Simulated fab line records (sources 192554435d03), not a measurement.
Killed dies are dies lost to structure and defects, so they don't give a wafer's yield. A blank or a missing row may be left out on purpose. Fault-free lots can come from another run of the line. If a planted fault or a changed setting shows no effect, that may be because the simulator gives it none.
Which tool is to blame? || flow n5 finfet || 33 wafers from 11 lots sampled at 2 of the route's 1938 steps

## WHAT EACH GAUGE READ, for each wafer
N5_PASSIVATION_OVL_MEAS_63.
{"lot": "L189", "measured": "day 11 20:26", "on": "overlay-01", "PAD_OVL (nm)": "-3 -3 3"}
{"lot": "L191", "measured": "day 12 14:38", "on": "overlay-02", "PAD_OVL (nm)": "8 9 10"}
{"lot": "L192", "measured": "day 12 09:39", "on": "overlay-02", "PAD_OVL (nm)": "-1 -3 5"}
{"lot": "L194", "measured": "day 12 20:45", "on": "overlay-01", "PAD_OVL (nm)": "11 2 9"}
{"lot": "L197", "measured": "day 14 01:37", "on": "overlay-02", "PAD_OVL (nm)": "-5 -2 -11"}
{"lot": "L196", "measured": "day 13 22:11", "on": "overlay-02", "PAD_OVL (nm)": "0 6 -3"}
{"lot": "L199", "measured": "day 14 04:25", "on": "overlay-01", "PAD_OVL (nm)": "-4 0 0"}
{"lot": "L202", "measured": "day 15 04:14", "on": "overlay-01", "PAD_OVL (nm)": "1 -4 13"}
{"lot": "L201", "measured": "day 15 06:23", "on": "overlay-01", "PAD_OVL (nm)": "-1 8 0"}
{"lot": "L206", "measured": "day 16 07:11", "on": "overlay-01", "PAD_OVL (nm)": "2 5 2"}
{"lot": "L210", "measured": "day 17 12:54", "on": "overlay-02", "PAD_OVL (nm)": "-4 -6 2"}

## WHAT TOOL EACH LOT RAN ON (gives the tool, then ch and the chambers of the sampled wafers, and finally the start)
{"lot": "L189", "N5_BEOL_M9_ETCH_41": "rie diel-06 ch 0,1,3, day 9 12:24"}
{"lot": "L191", "N5_BEOL_M9_ETCH_41": "rie diel-06 ch 0,2,3, day 10 10:41"}
{"lot": "L192", "N5_BEOL_M9_ETCH_41": "rie diel-03 ch 0,1,2, day 10 11:03"}
{"lot": "L194", "N5_BEOL_M9_ETCH_41": "rie diel-03 ch 0,1,2, day 10 19:56"}
{"lot": "L197", "N5_BEOL_M9_ETCH_41": "rie diel-06 ch 0,3, day 11 13:49"}
{"lot": "L196", "N5_BEOL_M9_ETCH_41": "rie diel-06 ch 0,2,3, day 11 18:11"}
{"lot": "L199", "N5_BEOL_M9_ETCH_41": "rie diel-06 ch 0,1,2, day 11 20:49"}
{"lot": "L202", "N5_BEOL_M9_ETCH_41": "rie diel-03 ch 0,3, day 12 20:00"}
{"lot": "L201", "N5_BEOL_M9_ETCH_41": "rie diel-05 ch 0,1,3, day 12 20:13"}
{"lot": "L206", "N5_BEOL_M9_ETCH_41": "rie diel-05 ch 0,2, day 13 23:53"}
{"lot": "L210", "N5_BEOL_M9_ETCH_41": "rie diel-03 ch 1,2,3, day 14 20:29"}
- N5_BEOL_M9_ETCH_41: etches SiCN in CH3F/O2, target depth 36.6 nm, time 70.1 s.

## THE ANSWER, worked out from the rows above alone
Rule: what is usual is taken from the lots themselves. Put in order of their means at a reading, lots are off if they are a third of the lots or fewer, leave a main group of 4 or more, and stand apart from it by a gap of 3 or more times the standard deviation of the main group's means; of several such gaps the widest counts. A main group whose means are all the same, to the digits that the tables above print for the reading, isn't used. Also off: a lot with no number at a reading for which 4 or more lots have one. Where the step has rows for the other lots, those lots are counted as sound.
Across all readings shown, no lot is off: no conclusion can be drawn from this.

## WHAT THE SIMULATOR PUT IN
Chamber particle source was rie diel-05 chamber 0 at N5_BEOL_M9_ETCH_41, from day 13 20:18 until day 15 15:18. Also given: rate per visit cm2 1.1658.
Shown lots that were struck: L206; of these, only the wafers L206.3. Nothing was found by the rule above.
